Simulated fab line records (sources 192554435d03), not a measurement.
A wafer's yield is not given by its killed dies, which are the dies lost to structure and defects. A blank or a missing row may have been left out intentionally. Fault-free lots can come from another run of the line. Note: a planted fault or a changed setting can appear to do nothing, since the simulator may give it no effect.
8D (eight disciplines) problem report, filled in by code ; flow n5Finfet ; the parts of the form that need people (team, actions taken, sign-off) are left out

## 1. PROBLEM STATEMENT
Wafers without a fault read 40001 nm, standard deviation 2.9; cdNm at N5_PASSIVATION_CD_MEAS_44 reads a mean of 40026 nm on 4 wafers belonging to 3 lots. Relative to the usual mean, that is a shift of +8.5 standard deviations.
The step: target cd 40000 nm.
Seen first at day 16 00:18 on cdSem-03, wafer L245.1. The record holds 35 wafers of 12 lots with a number at this step. The rule behind "out" and "out of limits": a value lying over 4 standard deviations away from the usual mean. Any other wafer with a number is counted as sound.

## 2. WHAT IT IS, AND WHAT IT ISN'T
question;is;is not
which readings at this step;cdNm;-
which lots;L245, L248, L249;L232, L233, L235, L237, L238, L241, L242, L244, L255
which wafers of those lots;L245.1, L245.6, L248.6, L249.6;L245.2, L248.3, L249.2, L249.4
read on which gauges;cdSem-01, cdSem-03;cdSem-02
when;from day 16 00:18;"up to then (25 sound wafers); but 6 sound wafers of L248, L249, L255 came after"

## 3. SUSPECTS, AND WHAT RULES EACH OUT
Counting: if a tool at a process step up to the reading ran every lot that is out, it stays a suspect. Sound lots after the first of them don't rule it out here, since some wafers of a struck lot are sound.
- the gauge at N5_PASSIVATION_CD_MEAS_44 is ruled out. Those wafers that are out were read across 2 gauges (cdSem-01, cdSem-03).
- krfScanner-01 at N5_PASSIVATION_EXPOSE_41 (exposes mask PASS OPEN, defocus 0 nm, target cd 40000 nm): kept. Ran every lot that is out, first one L245 (day 16 00:07); last sound lot up to then L244 (day 15 10:04).
After counting, what remains is krfScanner-01 at N5_PASSIVATION_EXPOSE_41.

## 4. THE CAUSE (what the simulator had put in)
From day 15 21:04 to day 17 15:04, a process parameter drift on krfScanner-01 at N5_PASSIVATION_EXPOSE_41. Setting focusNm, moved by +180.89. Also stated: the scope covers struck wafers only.
This tool alone remained once counting was done.

## 5. SEQUENCE OF EFFECTS, ordered by route
Rows list readings where the struck wafers' mean (over those with a number) sits beyond 3 standard deviations from the usual. Only readings whose record carries a usual standard deviation are examined. hours: median over the lots of the time between each lot's start at the first step of this table that gives one and its start at this step. sigmas: the change, counted in usual standard deviations.
hours;step;reading;usual;on struck wafers;change;sigmas
0;N5_PASSIVATION_CD_MEAS_44;cdNm;40001 nm;40026;+25;+8.5
At these later measuring or inspecting steps, every struck wafer for which the step has a row has a number for every such reading, and none has moved that far: N5_PASSIVATION_OVL_MEAS_66.

## 6. HOW IT WOULD HAVE BEEN CAUGHT EARLIER
Counted from the fault's start at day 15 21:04, it took 3 hours until the first out-of-limits reading at a measuring or inspecting step in this record, taken at day 16 00:18.
Among the 3 lots that are out, L248, L249 began N5_PASSIVATION_EXPOSE_41 on krfScanner-01 after day 16 00:18. A hold on the tool at that time would have spared those 2.
